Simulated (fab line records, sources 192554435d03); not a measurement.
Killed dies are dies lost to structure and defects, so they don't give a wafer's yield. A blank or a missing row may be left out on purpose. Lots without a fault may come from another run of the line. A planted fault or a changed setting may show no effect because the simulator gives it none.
Split-lot experiment | flow n5_finfet | 7 lots, 21 wafers read, on a route of 1938 steps

THE SPLIT
At N5_BEOL_M1_COAT_05 (resist thk 30 nm), the setting spin_rpm was moved away from the recipe's 1500 rpm on 8 of the 21 wafers read, by -5.1% to +7.7%. The other wafers ran this setting at the recipe's value.

FROM THE SPLIT TO THE READING: what the file shows between them, 4 steps
- N5_BEOL_M1_EBR_07
- N5_BEOL_M1_SOFTBAKE_06: time 60 s
- N5_BEOL_M1_EXPOSE_08: exposes mask M1
- N5_BEOL_M1_PEB_09: peb time 60 s

THE READING
CAR-EUV_of_BEOL_M1_COAT_05.thk_nm (the simulator's own value, which no gauge read), in nm, at N5_BEOL_M1_DEVELOP_10 (develop time 30 s). The file gives no usual value for it. The 13 wafers here that ran the recipe average 29.6 nm, standard deviation 0.078 nm.

wafer  | tool, chamber at the split | spin_rpm as run, rpm | against the recipe | CAR-EUV_of_BEOL_M1_COAT_05.thk_nm, nm | against lot-mates on the recipe
L078.1 | litho_track-01, 0          | 1500                 | recipe             | 29.6                                  | -
L078.6 | litho_track-01, 0          | 1500                 | recipe             | 29.6                                  | -
L078.2 | litho_track-01, 0          | 1437                 | -4.2%              | 30.4                                  | +0.8
L079.1 | litho_track-02, 0          | 1500                 | recipe             | 29.8                                  | -
L079.3 | litho_track-02, 0          | 1543                 | +2.9%              | 29.2                                  | -0.6
L079.5 | litho_track-02, 0          | 1543                 | +2.9%              | 29.4                                  | -0.4
L080.2 | litho_track-02, 0          | 1500                 | recipe             | 29.6                                  | -
L080.3 | litho_track-02, 0          | 1500                 | recipe             | 29.6                                  | -
L080.4 | litho_track-02, 0          | 1582                 | +5.5%              | 28.8                                  | -0.8
L082.2 | litho_track-01, 0          | 1500                 | recipe             | 29.6                                  | -
L082.6 | litho_track-01, 0          | 1500                 | recipe             | 29.6                                  | -
L082.5 | litho_track-01, 0          | 1448                 | -3.5%              | 30.2                                  | +0.6
L084.4 | litho_track-01, 0          | 1616                 | +7.7%              | 28.6                                  | -1.0
L084.5 | litho_track-01, 0          | 1500                 | recipe             | 29.6                                  | -
L084.6 | litho_track-01, 0          | 1500                 | recipe             | 29.6                                  | -
L093.1 | litho_track-04, 0          | 1423                 | -5.1%              | 30.4                                  | +0.8
L093.4 | litho_track-04, 0          | 1423                 | -5.1%              | 30.4                                  | +0.8
L093.3 | litho_track-04, 0          | 1500                 | recipe             | 29.6                                  | -
L097.1 | litho_track-04, 0          | 1500                 | recipe             | 29.4                                  | -
L097.3 | litho_track-04, 0          | 1500                 | recipe             | 29.6                                  | -
L097.6 | litho_track-04, 0          | 1500                 | recipe             | 29.6                                  | -

THE FIT
A straight line over all 21 wafers: CAR-EUV_of_BEOL_M1_COAT_05.thk_nm changes by -0.146 nm for each +1% of spin_rpm; r = -0.98; the points scatter about the line by 0.094 nm.
The same after taking each lot's own level away (the mean of its wafers on the recipe; 21 wafers): -0.152 nm for each +1%; r = -0.99; scatter 0.077 nm.
On that fit, the largest move of spin_rpm shifts the reading by 1.2 nm.
The lots' own levels span 29.53 to 29.80 nm, that is 3.4 times the standard deviation above.
So the lot-to-lot level changes the slope little: the two slopes agree.
Check: with one of the wafers moved furthest among these (+7.7%) left out of the fit, the line predicts -1.25 nm for it against its lot-mates. It came out at -1 nm against them.

OTHER SPLITS ON THESE WAFERS
These wafers also went through other splits before the reading. Each is held against what the fit with the lots' levels taken away leaves over:
other split on the same wafers    | wafers away from the commonest value | r with CAR-EUV_of_BEOL_M1_COAT_05.thk_nm (lot level and that fit taken away)
N5_BEOL_M0_SAQP_EXPOSE_37 dose_mj | 4                                    | -0.32
N5_BEOL_M1_PECVD_72 temp_c        | 7                                    | +0.09

THE WHOLE CHAIN: every reading that the file lists as answering this split, in the file's order
step                  | what it does      | reading                                                                            | change (the file's fit)               | r (the file's)
N5_BEOL_M1_COAT_05    | resist thk 30 nm  | CAR-EUV_of_BEOL_M1_COAT_05.thk_nm (the simulator's own value, which no gauge read) | -0.141 nm for each +1% of the setting | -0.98
N5_BEOL_M1_DEVELOP_10 | develop time 30 s | CAR-EUV_of_BEOL_M1_COAT_05.thk_nm (the simulator's own value, which no gauge read) | -0.15 nm for each +1% of the setting  | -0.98

THE FILE'S OWN FIT
CAR-EUV_of_BEOL_M1_COAT_05.thk_nm changes by -0.15 nm for each +1% of spin_rpm, r = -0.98.
